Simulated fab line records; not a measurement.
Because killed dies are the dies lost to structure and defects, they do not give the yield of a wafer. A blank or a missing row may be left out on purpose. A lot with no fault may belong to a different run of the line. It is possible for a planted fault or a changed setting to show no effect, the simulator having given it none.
Which tool was responsible? | flow n5Finfet | 10 lots with 26 wafers sampled at 5 steps, on a route of 1938 steps

WHAT EACH GAUGE READ, for each wafer
N5_BEOL_M4_RC_MEAS_101. Usual: CHAIN_V2 230 ohm/link, standard deviation 10; CHAIN_V2_max_site 238 ohm/link, standard deviation 11; DIBL_N 36.2 mV/V, standard deviation 1.7; DIBL_P 36.6 mV/V, standard deviation 1.9; IOFF_N 0.16 nA/um, standard deviation 0.032; IOFF_P 0.21 nA/um, standard deviation 0.037; ION_N 675 uA/um, standard deviation 12; ION_P 460 uA/um, standard deviation 8.1; SERP_M3 194 ohm/um, standard deviation 16; SERP_M3_max_site 205 ohm/um, standard deviation 19; SS_N 71.4 mV/dec, standard deviation 0.58; SS_P 73.4 mV/dec, standard deviation 0.64; VT_N 249 mV, standard deviation 3.2; VT_P -252 mV, standard deviation 3.4.
lot  | measured     | on        | CHAIN_V2 (ohm/link) | CHAIN_V2_max_site (ohm/link) | DIBL_N (mV/V)  | DIBL_P (mV/V)  | IOFF_N (nA/um) | IOFF_P (nA/um) | ION_N (uA/um) | ION_P (uA/um) | SERP_M3 (ohm/um) | SERP_M3_max_site (ohm/um) | SS_N (mV/dec)  | SS_P (mV/dec)  | VT_N (mV)   | VT_P (mV)      | flag
L134 | day 7 22:44  | prober-02 | 243 221             | 248 231                      | 39.2 36.3      | 38.4 35.2      | 0.20 0.15      | 0.22 0.18      | 673 674       | 452 459       | 227 192          | 238 204                   | 72.1 70.1      | 73.8 73.3      | 246 248     | -252 -252      | 
L139 | day 9 02:31  | prober-02 | 213 225 223         | 220 235 231                  | 37.4 34.8 35.5 | 38.4 34.5 35.5 | 0.18 0.13 0.15 | 0.23 0.16 0.18 | 679 674 671   | 467 461 458   | 193 186 161      | 200 200 172               | 71.6 70.8 70.8 | 74.6 73.0 73.6 | 249 251 251 | -246 -251 -253 | 
L143 | day 9 16:11  | prober-02 | 238 248 227         | 241 251 233                  | 35.6 33.9 34.7 | 36.2 33.8 35.1 | 0.16 0.12 0.14 | 0.19 0.15 0.17 | 684 671 676   | 463 455 463   | 207 221 213      | 218 231 229               | 71.6 71.2 71.1 | 73.1 73.2 73.2 | 248 253 249 | -250 -254 -253 | 
L145 | day 11 02:49 | prober-01 | 222 229 246         | 233 243 255                  | 34.7 34.1 33.1 | 35.4 35.4 34.1 | 0.14 0.14 0.11 | 0.20 0.21 0.18 | 669 676 649   | 461 460 456   | 186 205 210      | 197 222 224               | 70.6 70.5 70.7 | 72.9 72.9 73.4 | 253 250 256 | -251 -247 -251 | 
L150 | day 12 01:59 | prober-01 | 389 364             | 399 374                      | 37.8 35.9      | 38.3 36.5      | 0.20 0.15      | 0.23 0.21      | 670 678       | 455 462       | 293 265          | 309 275                   | 72.0 71.7      | 73.8 73.6      | 246 251     | -251 -252      | OFF
L151 | day 12 00:05 | prober-02 | 221 212 227         | 229 220 230                  | 37.1 35.6 34.8 | 37.9 35.9 34.4 | 0.17 0.15 0.13 | 0.21 0.17 0.16 | 678 657 667   | 463 450 454   | 181 164 180      | 190 172 185               | 71.4 71.7 71.3 | 73.3 73.1 72.4 | 248 248 251 | -251 -254 -255 | 
L152 | day 12 03:40 | prober-01 | 225 233 234         | 235 236 242                  | 34.6 36.3 36.0 | 34.0 37.4 36.6 | 0.14 0.16 0.15 | 0.15 0.19 0.17 | 679 667 680   | 461 451 455   | 181 197 185      | 196 201 195               | 70.6 71.6 72.1 | 73.0 73.7 73.5 | 249 250 250 | -256 -254 -256 | 
L153 | day 12 18:07 | prober-02 | 243 378             | 260 390                      | 36.1 34.3      | 38.3 35.7      | 0.17 0.14      | 0.23 0.19      | 681 670       | 468 466       | 251 267          | 272 282                   | 71.4 70.0      | 73.1 73.2      | 244 251     | -250 -252      | OFF
L154 | day 12 23:13 | prober-02 | 365 364             | 379 383                      | 36.7 37.9      | 35.8 37.3      | 0.15 0.15      | 0.18 0.20      | 683 671       | 457 461       | 285 273          | 306 293                   | 71.7 71.1      | 72.7 73.7      | 252 250     | -256 -252      | OFF
L155 | day 13 02:18 | prober-02 | 220 233 220         | 227 241 229                  | 36.0 37.7 37.8 | 35.2 37.2 37.0 | 0.16 0.18 0.19 | 0.22 0.24 0.25 | 677 697 692   | 469 471 472   | 181 170 173      | 191 184 183               | 70.8 71.9 71.6 | 73.1 73.8 73.7 | 249 247 248 | -249 -246 -247 | 

WHICH TOOL RAN EACH LOT (tool, then ch and the chambers of the sampled wafers, then the start)
lot  | N5_BEOL_M3_STRIP_97                          | N5_BEOL_M3_DEGAS_44         | N5_BEOL_M3_ALD_84                  | N5_BEOL_M3_ANNEAL_49
L134 | rieDiel-01 ch 3, day 7 03:29 or earlier      | pvdSputter-01, day 7 03:29  | aldMetal-03 ch 2,3, day 7 03:38    | pvdSputter-01, day 7 04:13
L139 | rieDiel-03 ch 0,1,3, day 8 14:15 or earlier  | pvdSputter-02, day 8 14:15  | aldMetal-04 ch 0,2, day 8 14:22    | pvdSputter-02, day 8 15:08
L143 | rieDiel-02 ch 2,3, day 9 04:10 or earlier    | pvdSputter-01, day 9 04:10  | aldMetal-04 ch 0,3, day 9 04:16    | pvdSputter-01, day 9 05:01
L145 | rieDiel-03 ch 0,1,2, day 10 12:47 or earlier | pvdSputter-03, day 10 12:47 | aldMetal-02 ch 1,3, day 10 13:07   | pvdSputter-02, day 10 13:45
L150 | rieDiel-02 ch 2,3, day 11 01:11 or earlier   | pvdSputter-03, day 11 01:11 | aldMetal-04 ch 0,3, day 11 01:17   | pvdSputter-03, day 11 01:52
L151 | rieDiel-01 ch 1,2,3, day 11 05:22 or earlier | pvdSputter-02, day 11 05:22 | aldMetal-03 ch 0,1,2, day 11 05:28 | pvdSputter-01, day 11 06:10
L152 | rieDiel-01 ch 0,3, day 11 15:49 or earlier   | pvdSputter-03, day 11 15:49 | aldMetal-02 ch 1,2, day 11 15:55   | pvdSputter-01, day 11 17:46
L153 | rieDiel-01 ch 1,3, day 12 06:11 or earlier   | pvdSputter-01, day 12 06:11 | aldMetal-04 ch 1,3, day 12 06:19   | pvdSputter-01, day 12 06:55
L154 | rieDiel-01 ch 0,3, day 12 06:43 or earlier   | pvdSputter-03, day 12 06:43 | aldMetal-04 ch 1,3, day 12 06:50   | pvdSputter-01, day 12 10:38
L155 | rieDiel-01 ch 0,1,2, day 12 14:32 or earlier | pvdSputter-03, day 12 14:32 | aldMetal-02 ch 1,2,3, day 12 14:47 | pvdSputter-02, day 12 17:04
- N5_BEOL_M3_STRIP_97: strips in N2/H2, time 10 s.
- N5_BEOL_M3_DEGAS_44: time 60 s.
- N5_BEOL_M3_ALD_84: deposits TaN, pulse time 2 s, purge time 3 s, co reactant purge time 2 s.
- N5_BEOL_M3_ANNEAL_49: time 240 s.

WHAT THE TOOLS THEMSELVES READ (means of the sampled wafers that have a number; where no wafer has one, the mark that the record gives instead)
N5_BEOL_M3_STRIP_97. Usual: drypumpMotorCurrentA 5.9 A, standard deviation 0.46; oesProductAu 0.78 a.u., standard deviation 0.085; rfVppV 59.4 V, standard deviation 0.81; showerheadPlenumPTorr 2.59 Torr, standard deviation 0.066; throttleValvePct 23.57 %, standard deviation 0.3.
lot  | tool       | drypumpMotorCurrentA (A) | oesProductAu (a.u.) | rfVppV (V) | showerheadPlenumPTorr (Torr) | throttleValvePct (%) | flag
L134 | rieDiel-01 | 6.3                      | 0.74                | 59.4       | 2.52                         | 23.53                | 
L139 | rieDiel-03 | 6.2                      | 0.74                | 59.1       | 2.61                         | 23.88                | 
L143 | rieDiel-02 | 5.9                      | 0.88                | 59.2       | 2.66                         | 23.57                | 
L145 | rieDiel-03 | 5.9                      | 0.79                | 59.7       | 2.56                         | 23.66                | 
L150 | rieDiel-02 | 6.0                      | 0.82                | 58.3       | 2.62                         | 23.73                | 
L151 | rieDiel-01 | 6.0                      | 0.76                | 58.7       | 2.60                         | 23.41                | 
L152 | rieDiel-01 | 6.0                      | 0.82                | 59.8       | 2.55                         | 23.56                | 
L153 | rieDiel-01 | 6.1                      | 0.77                | 59.5       | 2.58                         | 23.45                | 
L154 | rieDiel-01 | 6.0                      | 0.79                | 59.0       | 2.54                         | 23.57                | 
L155 | rieDiel-01 | 5.8                      | 0.80                | 60.2       | 2.62                         | 23.40                | 

N5_BEOL_M3_DEGAS_44. Usual: 323 W for heaterPowerW, sd 26.
lot  | tool          | heaterPowerW (W) | flag
L134 | pvdSputter-01 | 336              | 
L139 | pvdSputter-02 | 348              | 
L143 | pvdSputter-01 | 312              | 
L145 | pvdSputter-03 | 311              | 
L150 | pvdSputter-03 | 306              | 
L151 | pvdSputter-02 | 343              | 
L152 | pvdSputter-03 | 306              | 
L153 | pvdSputter-01 | 302              | 
L154 | pvdSputter-03 | 292              | 
L155 | pvdSputter-03 | 317              | 

N5_BEOL_M3_ALD_84. Usual: 424 W for heaterPowerW, sd 51.
lot  | tool        | heaterPowerW (W) | flag
L134 | aldMetal-03 | 414              | 
L139 | aldMetal-04 | 476              | 
L143 | aldMetal-04 | 450              | 
L145 | aldMetal-02 | 413              | 
L150 | aldMetal-04 | 429              | 
L151 | aldMetal-03 | 383              | 
L152 | aldMetal-02 | 420              | 
L153 | aldMetal-04 | 414              | 
L154 | aldMetal-04 | 403              | 
L155 | aldMetal-02 | 414              | 

N5_BEOL_M3_ANNEAL_49. Usual: 813 W for heaterPowerW, sd 64.
lot  | tool          | heaterPowerW (W) | flag
L134 | pvdSputter-01 | 772              | 
L139 | pvdSputter-02 | 893              | 
L143 | pvdSputter-01 | 817              | 
L145 | pvdSputter-02 | 861              | 
L150 | pvdSputter-03 | 812              | 
L151 | pvdSputter-01 | 832              | 
L152 | pvdSputter-01 | 845              | 
L153 | pvdSputter-01 | 756              | 
L154 | pvdSputter-01 | 830              | 
L155 | pvdSputter-02 | 881              | 

THE ANSWER, worked out from the rows above alone
Rule: a lot is off if the mean of its wafers that have a number lies more than 3 standard deviations from the usual mean. Also off: a lot with no number at a reading for which 4 or more lots have one. The other lots that the step has rows for count as sound. The gauges are gone through in route order, then the tools' own readings, and for those a lot's mean is taken as printed above. At the first step where some lot is off, the reading lying furthest off is the one used; lots without a number count as furthest.
Off: at N5_BEOL_M4_RC_MEAS_101 (CHAIN_V2), L150, L153, L154.
A tool fits if, at a process step before that reading, it ran every lot that is off, and no sound lot after the first of them. The gauges at N5_BEOL_M4_RC_MEAS_101 are tried like those tools. N5_BEOL_M3_STRIP_97 gives no start for some lots, so the hours and the order of its lots are those of N5_BEOL_M3_DEGAS_44. One fits: aldMetal-04 at N5_BEOL_M3_ALD_84. Its last sound lot is L143 (day 9 04:16), its first lot that is off L150 (day 11 01:17): a fault that began between those two fits.

WHAT HAD BEEN PUT IN BY THE SIMULATOR
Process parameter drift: aldMetal-04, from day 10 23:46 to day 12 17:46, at N5_BEOL_M3_ALD_84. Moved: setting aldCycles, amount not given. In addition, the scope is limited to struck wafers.
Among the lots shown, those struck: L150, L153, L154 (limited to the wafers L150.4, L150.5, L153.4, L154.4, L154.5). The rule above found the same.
